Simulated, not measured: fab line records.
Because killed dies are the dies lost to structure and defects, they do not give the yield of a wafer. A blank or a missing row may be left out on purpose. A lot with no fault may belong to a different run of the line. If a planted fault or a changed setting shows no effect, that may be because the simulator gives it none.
fab line records | flow nand-harc
[record] lots = 6 wafers = 18 last-day = 26
route steps=1159 shown A_CHANNEL_HOLE_D1@465 A_CHANNEL_FILL_D1@490 END@1159
lots that met no fault: taken from a fault-free run of the same line
start-h: the number of hours between the record's first day and the start of the first shown wafer of the lot | wait-h: time in hours since the lot's previous step | " same as the row above | L1.1+2: one row covering several wafers at once | - no value, or no start given | * or withheld: withheld | < > ~ a bound
route shown NAME@n: NAME is a module with steps in the file, n the number in the route of the first one | usual: mean/standard deviation taken from wafers without a fault | same: alike in all rows | chamber/n: place in a boat | sites: each site's reading | _std_site: the values' standard deviation | _edge_site: the outer-site mean with the inner-site mean subtracted | radius-mm: for every site, how far away it sits from the centre of the wafer | mask NAME#n: copy n | behind: the last tool/chamber to shape the wafer | hold: cause of the lot's hold/its duration in hours/its outcome | device: which transistor (n, p or np) failed to switch | end of line: the route-end tests of the same wafers | where a step has no rows: the recipe by itself | killed: the dies lost at the first sort to structure and to defects; this is not the yield of the wafer | map: shows each die of a wafer: x if killed, . if not, _ if none is there
set.NAME: the setting that was run; set.NAME@STEP: the one run at that earlier step | model.NAME: the simulator's own value behind a step, which no gauge read
lots seen at some steps along the route; tables by step, rows by wafer
services: a tool's chamber out of use, with start hour (start-h, from the record's first day; less than 0 if before it), hours out, and reason
[[steps]]
[step NHARC_A_CHANNEL_HOLE_D1_DESCUM_15]
[recipe] time-s = 3 o2-flow-sccm = 200 ar-flow-sccm = 0 bias-power-w = 0 chemistry = O2
[usual] drypump-motor-current-A = 5.7/0.48 oes-product-au = 1.003/0.0076 rf-vpp-V = 57.9/0.82 showerhead-plenum-p-Torr = 1.91/0.074 throttle-valve-pct = 11.313/0.0089
// columns lot.wafer tool chamber start-h wait-h drypump-motor-current-A oes-product-au rf-hours-counter-h rf-vpp-V showerhead-plenum-p-Torr throttle-valve-pct
L565.3 rie-diel-12 1 160.85 0.1 5.7 1.001 7 57.6 1.81 11.301
L565.4 " 2 " " 5.4 0.992 7 57.1 2.03 11.306
L565.2 " 3 " " 5.1 0.998 6 57.3 1.87 11.303
L574.1 rie-diel-01 1 232.42 0.1 5.2 1.006 8 57.5 1.79 11.320
L574.2 " 2 " " 5.7 0.992 6 58.2 1.96 11.301
L574.4 " 1 " " 5.3 1.003 - 55.9 1.79 11.307
L577.3 rie-diel-10 0 250.73 0.1 6.1 0.993 5 58.9 2.00 11.307
L577.1 " 1 " " 5.3 1.007 4 58.7 1.93 11.313
L577.5 " 3 " " 6.6 0.998 - 57.0 1.84 11.325
L583.3 rie-diel-12 3 283.53 0.1 5.1 1.013 3 58.3 1.87 11.309
L583.4 " 1 " " 5.7 1.000 3 58.7 1.81 11.324
L583.1 " 2 " " 5.4 0.992 3 57.8 2.03 11.313
L584.3 rie-diel-01 2 290.48 0.1 5.7 0.996 11 57.5 1.96 11.316
L584.4 " 0 " " 6.3 1.008 13 59.2 1.91 11.323
L584.6 " 2 " " 5.7 0.997 - 58.3 1.96 11.306
L588.2 rie-diel-12 1 316.86 0.1 5.7 1.009 5 57.1 1.81 11.322
L588.1 " 3 " " 5.1 1.000 5 57.7 1.87 11.315
L588.5 " 1 " " 5.7 1.015 - 58.0 1.81 11.303
[step NHARC_A_CHANNEL_HOLE_D1_ETCH_38]
[recipe] target-depth-a = 390 over-etch-frac = 0.3 time-s = 65 ion-energy-ev = 80 cf4-flow-sccm = 150 ar-flow-sccm = 0 rf-w = 300 bias-w = 100 chemistry = CF4
[step NHARC_A_CHANNEL_HOLE_D1_ETCH_39]
[recipe] target-depth-a = 2600 over-etch-frac = 0.3 time-s = 325 ion-energy-ev = 200 n2-flow-sccm = 150 h2-flow-sccm = 150 ar-flow-sccm = 0 rf-w = 400 bias-w = 150 chemistry = N2/H2
[step NHARC_A_CHANNEL_HOLE_D1_ETCH_34]
[recipe] target-depth-a = 1540 time-s = 77 cf4-flow-sccm = 100 chf3-flow-sccm = 30 ar-flow-sccm = 0 rf-w = 500 bias-w = 200 chemistry = CF4/CHF3
[step NHARC_A_CHANNEL_HOLE_D1_ETCH_16]
[recipe] target-depth-a = 31000 over-etch-frac = 0.3 time-s = 806 ion-energy-ev = 150 o2-flow-sccm = 400 cos-flow-sccm = 20 ar-flow-sccm = 0 rf-w = 500 bias-w = 300 chemistry = O2/COS
[step NHARC_A_CHANNEL_HOLE_D1_CD_MEAS_18]
[usual] cd-nm = 98.5/1.6
// columns lot.wafer tool chamber start-h wait-h cd-nm
L565.2 cd-sem-03 - 161.96 - 100.2
L565.3 " - " " 99.0
L565.4 " - " " 99.6
L574.1 cd-sem-02 - 233.72 - 98.6
L574.2 " - " " 95.2
L574.4 " - " " 96.6
L577.1 cd-sem-03 - 251.83 - 99.1
L577.3 " - " " 98.7
L577.5 " - " " 99.9
L583.1 cd-sem-01 - 284.64 - 99.5
L583.3 " - " " 99.3
L583.4 " - " " 98.2
L584.3 cd-sem-01 - 291.59 - 98.7
L584.4 " - " " 98.7
L584.6 " - " " 95.6
L588.1 cd-sem-01 - 317.97 - 98.6
L588.2 " - " " 99.8
L588.5 " - " " 99.5
[step NHARC_A_CHANNEL_HOLE_D1_ETCH_19]
[recipe] bias-v = 1200 source-w = 2500 pressure-mtorr = 15 time-s = 34.5 ar-flow-sccm = 375 c4f8-flow-sccm = 28.8 o2-flow-sccm = 96.2 temp-c = -20 target-depth-a = * chemistry = C4F8/O2/Ar
[usual] drypump-motor-current-A = 5.2/0.42 showerhead-plenum-p-Torr = 3.75/0.12 temp-c = -20.00/0.11 throttle-valve-pct = 37.038/0.0083
// columns lot.wafer tool chamber start-h wait-h drypump-motor-current-A rf-hours-counter-h showerhead-plenum-p-Torr temp-c throttle-valve-pct
L565.2 har-etch-01 0 162.05 0.1 5.2 183 3.84 -20.08 37.036
L565.4 " 1 " " 5.0 - 3.66 -19.86 37.046
L565.3 " 0 " " 5.2 - 3.84 -20.00 37.031
L574.1 har-etch-02 1 233.79 0.1 5.9 121 3.64 -19.77 37.034
L574.2 " 0 " " 4.8 121 3.91 -19.98 37.054
L574.4 " 1 " " 5.9 - 3.64 -19.85 37.044
L577.1 har-etch-02 1 251.90 0.1 5.9 128 3.64 -19.95 37.035
L577.3 " 1 " " 6.0 - 3.64 -20.04 37.040
L577.5 " 0 " " 4.8 - 3.91 -19.88 37.026
L583.1 har-etch-01 1 288.73 4.1 4.9 242 3.63 -19.90 37.046
L583.4 " 1 " " 5.0 - 3.63 -20.07 37.022
L583.3 " 0 " " 5.2 - 3.81 -19.93 37.042
L584.4 har-etch-01 1 292.93 1.3 5.0 - 3.63 -19.95 37.051
L584.3 " 0 " " 5.2 - 3.81 -20.11 37.039
L584.6 " 0 " " 5.2 - 3.81 -20.08 37.041
L588.2 har-etch-02 0 318.04 0.1 4.8 160 3.89 -20.00 37.036
L588.1 " 1 " " 6.0 160 3.62 -19.94 37.042
L588.5 " 0 " " 4.8 - 3.89 -19.96 37.042
[step NHARC_A_CHANNEL_HOLE_D1_ETCH_20]
[recipe] bias-v = 3000 source-w = withheld pressure-mtorr = 20 time-s = 361.9 ar-flow-sccm = 375 c4f8-flow-sccm = 89.3 o2-flow-sccm = 35.7 temp-c = -20 target-depth-a = 16000 chemistry = C4F8/O2/Ar
[step NHARC_A_CHANNEL_HOLE_D1_ETCH_21]
[recipe] bias-v = 3000 source-w = withheld pressure-mtorr = 20 time-s = 514.3 ar-flow-sccm = 375 c4f8-flow-sccm = 89.3 o2-flow-sccm = 35.7 temp-c = -20 target-depth-a = 16000 chemistry = C4F8/O2/Ar
[usual] drypump-motor-current-A = 5.2/0.42 showerhead-plenum-p-Torr = 3.71/0.11 temp-c = -20.00/0.11 throttle-valve-pct = 32.155/0.0087
// columns lot.wafer tool chamber start-h wait-h drypump-motor-current-A rf-hours-counter-h showerhead-plenum-p-Torr temp-c throttle-valve-pct
L565.2 har-etch-01 0 162.53 0.3 5.2 183 3.80 -20.15 32.157
L565.4 " 1 " " 5.0 - 3.63 -20.13 32.146
L565.3 " 0 " " 5.2 - 3.80 -20.11 32.149
L574.1 har-etch-02 1 234.22 0.3 5.9 122 3.60 -19.87 32.156
L574.2 " 0 " " 4.8 122 3.86 -19.95 32.159
L574.4 " 1 " " 5.9 - 3.60 -19.93 32.165
L577.1 har-etch-02 1 252.33 0.3 5.9 128 3.60 -20.05 32.151
L577.3 " 1 " " 5.9 - 3.60 -19.99 32.149
L577.5 " 0 " " 4.8 - 3.86 -19.96 32.140
L583.1 har-etch-01 1 289.15 0.3 4.9 242 3.59 -20.03 32.147
L583.4 " 1 " " 5.0 - 3.59 -20.01 32.161
L583.3 " 0 " " 5.2 - 3.76 -20.04 32.139
L584.4 har-etch-01 1 293.47 0.3 5.0 - 3.59 -19.90 32.152
L584.3 " 0 " " 5.2 - 3.76 -19.96 32.136
L584.6 " 0 " " 5.2 - 3.76 -19.86 32.160
L588.2 har-etch-02 0 318.47 0.3 4.8 161 3.84 -20.09 32.149
L588.1 " 1 " " 6.0 161 3.58 -20.05 32.150
L588.5 " 0 " " 4.8 - 3.84 -20.17 32.155
[step NHARC_A_CHANNEL_HOLE_D1_ETCH_22]
[recipe] bias-v = 3000 source-w = withheld pressure-mtorr = 20 time-s = 666.7 ar-flow-sccm = 375 c4f8-flow-sccm = 89.3 o2-flow-sccm = 35.7 temp-c = -20 target-depth-a = 16000 chemistry = C4F8/O2/Ar
[step NHARC_A_CHANNEL_HOLE_D1_ETCH_23]
[recipe] bias-v = 5000 source-w = withheld pressure-mtorr = 20 time-s = 819 ar-flow-sccm = 375 c4f8-flow-sccm = 89.3 o2-flow-sccm = 35.7 temp-c = -20 target-depth-a = 16000 chemistry = C4F8/O2/Ar
[step NHARC_A_CHANNEL_HOLE_D1_ETCH_24]
[recipe] bias-v = 5000 source-w = withheld pressure-mtorr = 20 time-s = 906.2 ar-flow-sccm = 375 c4f8-flow-sccm = 93.8 o2-flow-sccm = 31.2 temp-c = -20 target-depth-a = 15000 chemistry = C4F8/O2/Ar
[usual] drypump-motor-current-A = 5.2/0.42 showerhead-plenum-p-Torr = 3.70/0.11 temp-c = -19.99/0.1 throttle-valve-pct = 32.236/0.01
// columns lot.wafer tool chamber start-h wait-h drypump-motor-current-A rf-hours-counter-h showerhead-plenum-p-Torr temp-c throttle-valve-pct
L565.2 har-etch-01 0 164.27 0.6 5.2 185 3.79 -20.04 32.230
L565.4 " 1 " " 4.9 - 3.62 -20.08 32.226
L565.3 " 0 " " 5.2 - 3.79 -19.93 32.239
L574.1 har-etch-02 1 235.93 0.6 5.9 123 3.60 -20.07 32.239
L574.2 " 0 " " 4.8 123 3.86 -19.84 32.243
L574.4 " 1 " " 5.9 - 3.60 -20.10 32.239
L577.1 har-etch-02 1 254.04 0.6 6.0 130 3.59 -19.87 32.245
L577.3 " 1 " " 6.0 - 3.59 -19.86 32.226
L577.5 " 0 " " 4.8 - 3.85 -19.94 32.252
L583.1 har-etch-01 1 290.86 0.6 5.0 244 3.59 -19.88 32.237
L583.4 " 1 " " 5.0 - 3.59 -19.89 32.235
L583.3 " 0 " " 5.2 - 3.76 -20.05 32.241
L584.4 har-etch-01 1 295.28 0.6 5.0 - 3.59 -20.10 32.222
L584.3 " 0 " " 5.2 - 3.75 -19.82 32.244
L584.6 " 0 " " 5.2 - 3.76 -19.94 32.247
L588.2 har-etch-02 0 320.18 0.6 4.8 162 3.84 -19.99 32.258
L588.1 " 1 " " 5.9 162 3.57 -20.20 32.248
L588.5 " 0 " " 4.8 - 3.84 -19.92 32.240
[step NHARC_A_CHANNEL_HOLE_D1_ETCH_25]
[recipe] bias-v = 5000 source-w = withheld pressure-mtorr = 20 time-s = 1040.2 ar-flow-sccm = 375 c4f8-flow-sccm = 93.8 o2-flow-sccm = 31.2 temp-c = -20 target-depth-a = 15000 chemistry = C4F8/O2/Ar
[usual] drypump-motor-current-A = 5.2/0.42 showerhead-plenum-p-Torr = 3.70/0.11 temp-c = -19.98/0.11 throttle-valve-pct = 32.234/0.0097
// columns lot.wafer tool chamber start-h wait-h drypump-motor-current-A rf-hours-counter-h showerhead-plenum-p-Torr temp-c throttle-valve-pct
L565.2 har-etch-01 0 165.06 0.7 5.2 186 3.79 -20.17 32.255
L565.4 " 1 " " 5.0 - 3.62 -20.16 32.237
L565.3 " 0 " " 5.2 - 3.79 -20.08 32.241
L574.1 har-etch-02 1 236.68 0.6 6.0 124 3.60 -19.97 32.245
L574.2 " 0 " " 4.8 124 3.86 -20.08 32.236
L574.4 " 1 " " 5.9 - 3.60 -20.00 32.223
L577.1 har-etch-02 1 254.81 0.6 5.9 131 3.59 -20.03 32.222
L577.3 " 1 " " 5.9 - 3.59 -19.90 32.244
L577.5 " 0 " " 4.8 - 3.85 -20.01 32.228
L583.1 har-etch-01 1 291.62 0.6 4.9 245 3.59 -20.08 32.233
L583.4 " 1 " " 5.0 - 3.59 -19.96 32.259
L583.3 " 0 " " 5.2 - 3.76 -20.14 32.243
L584.4 har-etch-01 1 296.08 0.7 5.0 - 3.59 -19.89 32.240
L584.3 " 0 " " 5.2 - 3.75 -20.11 32.250
L584.6 " 0 " " 5.2 - 3.75 -20.05 32.240
L588.2 har-etch-02 0 320.95 0.6 4.8 163 3.84 -20.05 32.239
L588.1 " 1 " " 5.9 163 3.57 -20.08 32.244
L588.5 " 0 " " 4.8 - 3.84 -20.21 32.226
[step NHARC_A_CHANNEL_HOLE_D1_ETCH_26]
[recipe] bias-v = 300 source-w = 2000 pressure-mtorr = 30 time-s = 224.1 ar-flow-sccm = 375 c4f8-flow-sccm = 11.4 o2-flow-sccm = 113.6 temp-c = -20 target-depth-a = 3000 chemistry = C4F8/O2/Ar
[step NHARC_A_CHANNEL_HOLE_D1_ETCH_33]
[recipe] bias-v = 400 source-w = 2000 pressure-mtorr = 25 time-s = 90 ar-flow-sccm = 375 c4f8-flow-sccm = 41.7 o2-flow-sccm = 83.3 temp-c = -20 target-depth-a = 4000 chemistry = C4F8/O2/Ar
[usual] drypump-motor-current-A = 5.2/0.42 showerhead-plenum-p-Torr = 3.75/0.11 temp-c = -20.00/0.11 throttle-valve-pct = 27.620/0.0087
// columns lot.wafer tool chamber start-h wait-h drypump-motor-current-A rf-hours-counter-h showerhead-plenum-p-Torr temp-c throttle-valve-pct
L565.2 har-etch-01 0 166.02 0.2 5.2 187 3.84 -20.26 27.612
L565.4 " 1 " " 5.0 - 3.66 -20.12 27.622
L565.3 " 0 " " 5.2 - 3.84 -20.21 27.626
L574.1 har-etch-02 1 237.75 0.2 6.0 125 3.64 -19.99 27.621
L574.2 " 0 " " 4.8 125 3.91 -20.10 27.629
L574.4 " 1 " " 5.9 - 3.64 -20.12 27.606
L577.1 har-etch-02 1 255.89 0.2 5.9 132 3.63 -20.11 27.630
L577.3 " 1 " " 5.9 - 3.63 -19.83 27.615
L577.5 " 0 " " 4.8 - 3.90 -20.11 27.627
L583.1 har-etch-01 1 292.71 0.2 4.9 246 3.63 -20.04 27.618
L583.4 " 1 " " 5.0 - 3.63 -20.16 27.623
L583.3 " 0 " " 5.2 - 3.80 -19.93 27.617
L584.4 har-etch-01 1 296.92 0.2 4.9 - 3.63 -19.89 27.623
L584.3 " 0 " " 5.2 - 3.80 -20.04 27.631
L584.6 " 0 " " 5.2 - 3.80 -20.06 27.637
L588.2 har-etch-02 0 322.04 0.2 4.8 164 3.88 -19.87 27.630
L588.1 " 1 " " 5.9 164 3.61 -20.11 27.624
L588.5 " 0 " " 4.9 - 3.88 -20.13 27.627
[step NHARC_A_CHANNEL_HOLE_D1_STRIP_41]
[recipe] n2-flow-sccm = 150 h2-flow-sccm = 150 ar-flow-sccm = 0 bias-w = 0 chemistry = N2/H2
[step NHARC_A_CHANNEL_HOLE_D1_STRIP_42]
[recipe] cf4-flow-sccm = 100 chf3-flow-sccm = 30 ar-flow-sccm = 0 bias-w = 0 chemistry = CF4/CHF3
[step NHARC_A_CHANNEL_HOLE_D1_STRIP_43]
[recipe] o2-flow-sccm = 400 cos-flow-sccm = 20 ar-flow-sccm = 0 bias-w = 0 chemistry = O2/COS
[step NHARC_A_CHANNEL_HOLE_D1_ETCH_44]
[recipe] target-depth-a = 1400 overetch-a = 140 time-s = 77 ion-energy-ev = 100 cf4-flow-sccm = 80 o2-flow-sccm = 20 ar-flow-sccm = 0 rf-w = 300 bias-w = 100 chemistry = CF4/O2
[step NHARC_A_CHANNEL_HOLE_D1_STRIP_27]
[recipe] o2-flow-sccm = 500 ar-flow-sccm = 0 bias-w = 0 chemistry = O2
[step NHARC_A_CHANNEL_HOLE_D1_PRECLEAN_28]
[recipe] time-s = * temp-c = 50 bath-age-min = 0 chemistry = SC1
[step NHARC_A_CHANNEL_HOLE_D1_SRD_29]
[step NHARC_A_CHANNEL_HOLE_D1_CD_MEAS_30]
[usual] cd-nm = 90.2/0.83
// columns lot.wafer tool chamber start-h wait-h cd-nm
L565.2 cd-sem-03 - 167.54 - 91.2
L565.3 " - " " 90.7
L565.4 " - " " 90.4
L574.1 cd-sem-02 - 239.29 - 89.0
L574.2 " - " " 89.9
L574.4 " - " " 88.6
L577.1 cd-sem-02 - 257.44 - 90.0
L577.3 " - " " 90.3
L577.5 " - " " 90.9
L583.1 cd-sem-03 - 294.26 - 89.1
L583.3 " - " " 89.4
L583.4 " - " " 90.1
L584.3 cd-sem-03 - 298.40 - 90.9
L584.4 " - " " 89.8
L584.6 " - " " 90.6
L588.1 cd-sem-03 - 323.57 - 90.1
L588.2 " - " " 90.4
L588.5 " - " " 89.9
[step NHARC_A_CHANNEL_HOLE_D1_XSEM_31]
[recipe] landing-energy-ev = 35000
[step NHARC_A_CHANNEL_HOLE_D1_INSPECT_40]
[usual] raw-defect-count = 62/17
// columns lot.wafer tool chamber start-h wait-h raw-defect-count
L565.2 defect-inspect-02 - 167.72 - 76
L565.3 " - " " 50
L565.4 " - " " 60
L574.1 defect-inspect-02 - 239.48 - 34
L574.2 " - " " 414
L574.4 " - " " 53
L577.1 defect-inspect-02 - 257.63 - 48
L577.3 " - " " 51
L577.5 " - " " 436
L583.1 defect-inspect-01 - 294.45 - 57
L583.3 " - " " 78
L583.4 " - " " 79
L584.3 defect-inspect-02 - 298.59 - 58
L584.4 " - " " 80
L584.6 " - " " 67
L588.1 defect-inspect-02 - 323.77 - 36
L588.2 " - " " 41
L588.5 " - " " 55
[step NHARC_A_CHANNEL_FILL_D1_PRECLEAN_00]
[recipe] time-s = * temp-c = 50 bath-age-min = 0 chemistry = SC1
[step NHARC_END_SORT_01]
[recipe] temp-c = 25
[usual] killed-at-array = 28/11 killed-at-other = 0.9/1.2 killed-at-periphery = 2.6/2.1 killed-dies = 31/11 killed-open = 3.1/1.7 killed-short = 1.9/1.3
[same] gross-dies = 677
// columns lot.wafer tool chamber start-h wait-h killed-at-array killed-at-other killed-at-periphery killed-dies killed-open killed-short
L574.2 prober-01 0 557.59 2.8 61 4 5 70 3 3
L577.5 prober-01 0 596.82 3.7 70 0 3 73 6 2
// killed by level:class
L574.2 A_CHANNEL_HOLE_D1:unspecified=48 THIN_TSV:chamber-film-flake=4 A_ZERO_WELL:chamber-film-flake=3 A_CHANNEL_HOLE_D1:chamber-film-flake=2 P_CONTACT:geometric-particle:open=1 A_CHANNEL_FILL_D1:geometric-particle:short=1 A_WL_FILL:geometric-particle:short=1 A_CONTACT:geometric-particle:open=1
L577.5 A_CHANNEL_HOLE_D1:unspecified=47 A_SLIT:chamber-film-flake=11 A_CHANNEL_FILL_D1:geometric-particle:open=2 A_CHANNEL_FILL_D1:chamber-film-flake=2 A_CONTACT:chamber-film-flake=2 P_CONTACT:geometric-particle:open=1 P_M0:geometric-particle:short=1 A_ONON_D1:geometric-particle:open=1
// map L574.2 (x killed, . not)
____________.____________
_________x......_________
_______xxx.x......_______
______xxxx.x.......______
_____xxxxx.........._____
____xxxxxx..x..x.....____
____xxxxxxx.....x....____
___xxxxxxx............___
___xxxxxxx............___
__.xxxxxx....x.........__
__...xxx...............__
_.....x................._
_......................._
_....................x.._
_......................._
_.....................x._
.........................
.........................
.........................
.........................
.......x.................
_...................x..._
_......................._
_......................._
_......................._
_...............x......._
__.....................__
__.....................__
___.................xx___
___...................___
____x..x.............____
____x.......x..x.....____
_____..............._____
______..x..........______
_______.....x....._______
_________......._________
____________.____________
// map L577.5 (x killed, . not)
____________.____________
_________......._________
_______xx.x......._______
______xxxx.x.......______
_____xxxxx.....x...._____
____xxxxxx...........____
____xxxxxxx..........____
___xxxxxxxx...........___
___xxxxxx.............___
__.xxxx.x..............__
__.x..x.x.............x__
_......x................_
_........x.x..x.......x._
_......................._
_......................._
_....x.........x.x......_
.................x.......
.........................
.........................
.........................
.........................
_............x.........._
_..............x........_
_............x.........._
_............x.........._
_..............x........_
__...........x.x.......__
__.........x.xx........__
___...........xx......___
___...................___
____.....x...........____
____x................____
_____..............._____
______.............______
_______..........._______
_________......._________
____________.____________
[[services]]
// columns tool chamber start-h hours kind
rie-diel-01 - 137.80 9.0 pm
rie-diel-12 0 156.90 - clean
rie-diel-12 1 156.90 - clean
rie-diel-12 2 156.90 - clean
rie-diel-12 3 156.90 - clean
rie-diel-10 1 159.47 15.9 repair
rie-diel-10 - 167.33 1.5 repair
rie-diel-10 - 176.50 9.0 pm
rie-diel-12 0 181.40 - clean
rie-diel-12 1 181.40 - clean
rie-diel-12 2 181.40 - clean
rie-diel-01 3 200.75 34.3 repair
rie-diel-01 2 202.18 19.0 repair
rie-diel-12 - 202.40 9.0 pm
rie-diel-12 - 254.35 0.8 repair
har-etch-02 - 279.79 9.0 repair
har-etch-01 - 305.00 17.0 pm
har-etch-01 0 305.00 17.0 vent-cycle
har-etch-01 1 305.00 17.0 vent-cycle
rie-diel-01 - 314.83 9.0 pm
har-etch-01 0 322.00 - clean
har-etch-01 0 322.00 - consumable-replace:focus-ring
har-etch-01 1 322.00 - clean
har-etch-01 1 322.00 - consumable-replace:focus-ring
[[key]]
[first-sign] step = NHARC_A_CHANNEL_HOLE_D1_INSPECT_40 reading = raw-defect-count direction = up sigmas = 21 usual = 62 struck = 425
[effect] step = NHARC_END_SORT_01 reading = killed-dies direction = up sigmas = 3.7 usual = 31 struck = 72
[more-kills-born-at] NHARC_A_CHANNEL_HOLE_D1_ETCH_25@har-etch-02 = 91
met-at NHARC_A_CHANNEL_HOLE_D1_ETCH_25
struck-wafers L574.2,L577.5
tester-left-out L574,L577
[fault] kind = chamber-particle-source tool = har-etch-02 chamber = 0 onset-h = 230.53 steps = NHARC_A_CHANNEL_HOLE_D1_ETCH_25 rate-per-visit-cm2 = 0.58394 end-h = 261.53
// tester-left-out: of these lots the tester's yield and bins aren't shown, on N5 and GAA mostly nor the transistor test; their killed dies are dies lost to structure and defects alone, not to doping, threshold or leakage, so they don't give the yield
